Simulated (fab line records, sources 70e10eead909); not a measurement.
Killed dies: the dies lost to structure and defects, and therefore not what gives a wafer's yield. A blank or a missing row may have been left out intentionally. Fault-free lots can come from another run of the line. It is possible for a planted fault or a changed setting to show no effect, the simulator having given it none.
Which tool did it? + flow nand_harc + Sampling: 15 lots, 45 wafers, 5 of 1159 route steps

WHAT THE GAUGES READ, wafer by wafer
NHARC_A_ONON_D1_THK_MEAS_02: measures by ellipsometry. Usual: thk_nm at 1000 nm, with a standard deviation of 9.1.
| lot  | measured     | on            | thk_nm (nm)    | flag |
|------|--------------|---------------|----------------|------|
| L593 | day 7 15:17  | film_metro-02 | 1004 1004 1003 |      |
| L596 | day 8 03:58  | film_metro-01 | 1016 1014 1015 |      |
| L595 | day 8 03:58  | film_metro-01 | 1009 1011 1008 |      |
| L599 | day 8 20:27  | film_metro-02 | 1003 1004 1005 |      |
| L597 | day 8 20:28  | film_metro-02 | 997 1000 998   |      |
| L598 | day 8 20:28  | film_metro-01 | 993 989 992    |      |
| L604 | day 10 06:43 | film_metro-02 | 992 989 990    |      |
| L606 | day 10 17:28 | film_metro-02 | 995 998 995    |      |
| L609 | day 11 11:33 | film_metro-02 | 1003 1004 1005 |      |
| L608 | day 11 11:33 | film_metro-01 | 1009 1008 1007 |      |
| L611 | day 11 21:02 | film_metro-02 | 993 992 994    |      |
| L610 | day 11 21:16 | film_metro-01 | 1003 1002 1004 |      |
| L614 | day 12 20:04 | film_metro-01 | 1004 1006 1007 |      |
| L616 | day 12 20:05 | film_metro-02 | 1013 1013 1015 |      |
| L615 | day 12 20:20 | film_metro-01 | 1008 1009 1009 |      |

NHARC_A_ONON_D1_INSPECT_32. Usual: raw_defect_count at 70, with a standard deviation of 25.
| lot  | measured     | on                | raw_defect_count | flag |
|------|--------------|-------------------|------------------|------|
| L593 | day 8 03:28  | defect_inspect-01 | 33 58 51         |      |
| L596 | day 8 17:04  | defect_inspect-01 | 61 66 79         |      |
| L595 | day 8 17:11  | defect_inspect-01 | 52 92 80         |      |
| L599 | day 9 09:07  | defect_inspect-02 | 120 38 62        |      |
| L597 | day 9 09:20  | defect_inspect-01 | 67 53 125        |      |
| L598 | day 9 08:57  | defect_inspect-02 | 55 88 56         |      |
| L604 | day 10 19:12 | defect_inspect-01 | 92 67 72         |      |
| L606 | day 11 05:45 | defect_inspect-02 | 83 96 109        |      |
| L609 | day 11 23:43 | defect_inspect-02 | 79 106 65        |      |
| L608 | day 11 23:51 | defect_inspect-01 | 45 64 53         |      |
| L611 | day 12 09:33 | defect_inspect-01 | 67 69 35         |      |
| L610 | day 12 09:15 | defect_inspect-02 | 55 112 59        |      |
| L614 | day 13 08:22 | defect_inspect-02 | 88 129 79        |      |
| L616 | day 13 08:26 | defect_inspect-01 | 38 41 71         |      |
| L615 | day 13 08:38 | defect_inspect-02 | 63 58 83         |      |

NHARC_A_CHANNEL_HOLE_D1_OVL_MEAS_11. Usual: overlay_x_nm -0.1 nm, standard deviation 0.62; overlay_y_nm 0.1 nm, standard deviation 0.82.
| lot  | measured     | on         | overlay_x_nm (nm) | overlay_y_nm (nm) | flag |
|------|--------------|------------|-------------------|-------------------|------|
| L593 | day 8 06:23  | overlay-02 | 1.0 0.6 0.8       | 0.6 0.9 0.4       |      |
| L596 | day 8 20:25  | overlay-01 | 0.4 0.7 0.7       | -0.3 0.2 -0.1     |      |
| L595 | day 8 22:09  | overlay-02 | 0.2 0.6 0.4       | 1.2 1.5 1.2       |      |
| L599 | day 9 12:22  | overlay-01 | 0.2 -0.6 0.0      | 0.3 0.9 0.7       |      |
| L597 | day 9 16:16  | overlay-02 | -0.9 -0.8 -0.8    | -0.8 -0.7 -0.9    |      |
| L598 | day 9 14:37  | overlay-01 | 0.3 -0.3 0.2      | 0.1 0.6 0.3       |      |
| L604 | day 11 01:42 | overlay-02 | -0.9 -1.0 -0.8    | -0.5 0.0 0.0      |      |
| L606 | day 11 11:12 | overlay-02 | -1.0 -1.4 -1.3    | -0.1 -0.2 0.6     |      |
| L609 | day 12 02:31 | overlay-01 | -0.2 -0.3 0.4     | -0.1 -0.5 0.3     |      |
| L608 | day 12 03:10 | overlay-02 | -0.8 -1.1 -1.5    | -0.2 -0.5 -0.5    |      |
| L611 | day 12 14:13 | overlay-01 | -0.1 0.2 0.0      | -1.2 -1.2 -0.7    |      |
| L610 | day 12 12:28 | overlay-02 | -0.3 -0.1 0.4     | 0.0 0.1 0.1       |      |
| L614 | day 13 11:56 | overlay-01 | -1.3 -0.8 -1.1    | 1.4 0.8 0.6       |      |
| L616 | day 13 13:39 | overlay-02 | 0.1 -0.1 0.3      | 1.0 0.6 1.0       |      |
| L615 | day 13 13:55 | overlay-01 | -0.8 0.0 -0.4     | 0.7 0.6 0.8       |      |

NHARC_END_SORT_01. Usual: killed_at_array 26, standard deviation 9.9; killed_at_other 0.8, standard deviation 1; killed_at_periphery 2.8, standard deviation 2.2; killed_dies 29, standard deviation 9.9; killed_open 3.2, standard deviation 1.8; killed_short 2.1, standard deviation 1.4.
| lot  | measured     | on        | killed_at_array | killed_at_other | killed_at_periphery | killed_dies | killed_open | killed_short | flag |
|------|--------------|-----------|-----------------|-----------------|---------------------|-------------|-------------|--------------|------|
| L593 | day 19 08:55 | prober-02 | 23 34 24        | 1 0 0           | 3 10 5              | 27 44 29    | 1 3 1       | 2 4 1        |      |
| L596 | day 19 19:42 | prober-01 | 9 10 13         | 0 0 0           | 1 0 2               | 10 10 15    | 0 1 4       | 3 1 3        |      |
| L595 | day 20 15:25 | prober-02 | 24 31 25        | 1 0 0           | 0 4 3               | 25 35 28    | 2 6 4       | 1 2 0        |      |
| L599 | day 21 00:59 | prober-01 | 23 14 27        | 1 1 0           | 2 3 2               | 26 18 29    | 5 3 3       | 2 4 4        |      |
| L597 | day 20 16:10 | prober-01 | 671 673 676     | 1 4 1           | 5 0 0               | 677 677 677 | 4 1 0       | 3 1 1        | OFF  |
| L598 | day 21 09:30 | prober-02 | 673 676 673     | 0 0 1           | 4 1 3               | 677 677 677 | 5 4 6       | 0 1 4        | OFF  |
| L604 | day 22 00:26 | prober-02 | 676 673 674     | 0 2 0           | 1 2 3               | 677 677 677 | 3 0 4       | 1 1 0        | OFF  |
| L606 | day 22 16:44 | prober-01 | 35 36 35        | 1 0 0           | 3 2 2               | 39 38 37    | 4 2 4       | 3 1 1        |      |
| L609 | day 22 23:43 | prober-01 | 33 26 33        | 0 0 0           | 2 1 1               | 35 27 34    | 6 1 5       | 3 3 2        |      |
| L608 | day 22 22:02 | prober-02 | 26 34 25        | 1 0 1           | 7 7 2               | 34 41 28    | 2 6 3       | 2 0 2        |      |
| L611 | day 23 12:40 | prober-02 | 29 12 15        | 2 2 1           | 4 3 1               | 35 17 17    | 4 2 0       | 2 2 2        |      |
| L610 | day 23 12:43 | prober-01 | 33 39 41        | 2 2 1           | 3 5 3               | 38 46 45    | 1 8 5       | 2 4 0        |      |
| L614 | day 24 16:04 | prober-02 | 33 39 35        | 1 2 3           | 2 0 3               | 36 41 41    | 1 1 2       | 3 1 2        |      |
| L616 | day 24 07:27 | prober-02 | 20 26 20        | 3 2 1           | 8 3 5               | 31 31 26    | 3 3 0       | 0 1 2        |      |
| L615 | day 24 21:35 | prober-01 | 13 15 18        | 2 0 0           | 3 6 5               | 18 21 23    | 2 1 3       | 1 3 1        |      |

WHAT TOOL EACH LOT RAN ON (gives the tool, then ch and the chambers of the sampled wafers, and finally the start)
| lot  | NHARC_A_CHANNEL_HOLE_D1_DEP_00                                  |
|------|-----------------------------------------------------------------|
| L593 | acl_dep-03 ch 0, day 8 03:38                                    |
| L596 | acl_dep-01 ch 0, day 8 17:40                                    |
| L595 | acl_dep-03 ch 0, day 8 19:26                                    |
| L599 | acl_dep-01 ch 0, day 9 09:30                                    |
| L597 | acl_dep-03 ch 0, day 9 10:43 and acl_dep-02 ch 0, day 9 13:52   |
| L598 | acl_dep-02 ch 0, day 9 09:30 and acl_dep-01 ch 0, day 9 11:43   |
| L604 | acl_dep-01 ch 0, day 10 20:16 and acl_dep-03 ch 0, day 10 22:53 |
| L606 | acl_dep-03 ch 0, day 11 08:46                                   |
| L609 | acl_dep-03 ch 0, day 11 23:47                                   |
| L608 | acl_dep-01 ch 0, day 12 00:50                                   |
| L611 | acl_dep-01 ch 0, day 12 11:37                                   |
| L610 | acl_dep-01 ch 0, day 12 09:44                                   |
| L614 | acl_dep-03 ch 0, day 13 09:34                                   |
| L616 | acl_dep-02 ch 0, day 13 11:03                                   |
| L615 | acl_dep-03 ch 0, day 13 11:10                                   |
- NHARC_A_CHANNEL_HOLE_D1_DEP_00: deposits aC, target thk 3100 nm.

AS READ BY THE TOOLS THEMSELVES (means over the sampled wafers that have a number; for cases with no such wafer, the mark the record gives instead)
NHARC_A_CHANNEL_HOLE_D1_DEP_00. Usual: throttle_valve_pct at 34.999 %, with a standard deviation of 0.009.
| lot  | tool                  | throttle_valve_pct (%) | flag |
|------|-----------------------|------------------------|------|
| L593 | acl_dep-03            | 34.998                 |      |
| L596 | acl_dep-01            | 34.994                 |      |
| L595 | acl_dep-03            | 34.992                 |      |
| L599 | acl_dep-01            | 34.996                 |      |
| L597 | acl_dep-03/acl_dep-02 | 35.001                 |      |
| L598 | acl_dep-02/acl_dep-01 | 35.007                 |      |
| L604 | acl_dep-01/acl_dep-03 | 35.008                 |      |
| L606 | acl_dep-03            | 34.996                 |      |
| L609 | acl_dep-03            | 35.000                 |      |
| L608 | acl_dep-01            | 34.996                 |      |
| L611 | acl_dep-01            | 35.001                 |      |
| L610 | acl_dep-01            | 35.004                 |      |
| L614 | acl_dep-03            | 35.002                 |      |
| L616 | acl_dep-02            | 35.002                 |      |
| L615 | acl_dep-03            | 35.002                 |      |

THE ANSWER, worked out from the rows above alone
Rule: take the mean of a lot's wafers that have a number; if it is more than 3 standard deviations from the usual mean, the lot is off. A lot without any number at a reading at which 4 lots or more have one is off too. Where the step has rows for the other lots, those lots are counted as sound. First the gauges in route order, then the tools' own readings, where a lot's mean is used as printed above. The first step at which some lot is off is used, and at that step the reading that is off furthest; a lot without a number counts as furthest.
Off, at NHARC_END_SORT_01 on killed_at_array: L597, L598, L604.
If a tool, at a process step before that reading, ran all the lots that are off and no sound lot after the first of them, it fits. Gauges at NHARC_END_SORT_01: tried the same way as those tools. Not one of the candidates tried fits.

WHAT THE SIMULATOR HAD PUT IN
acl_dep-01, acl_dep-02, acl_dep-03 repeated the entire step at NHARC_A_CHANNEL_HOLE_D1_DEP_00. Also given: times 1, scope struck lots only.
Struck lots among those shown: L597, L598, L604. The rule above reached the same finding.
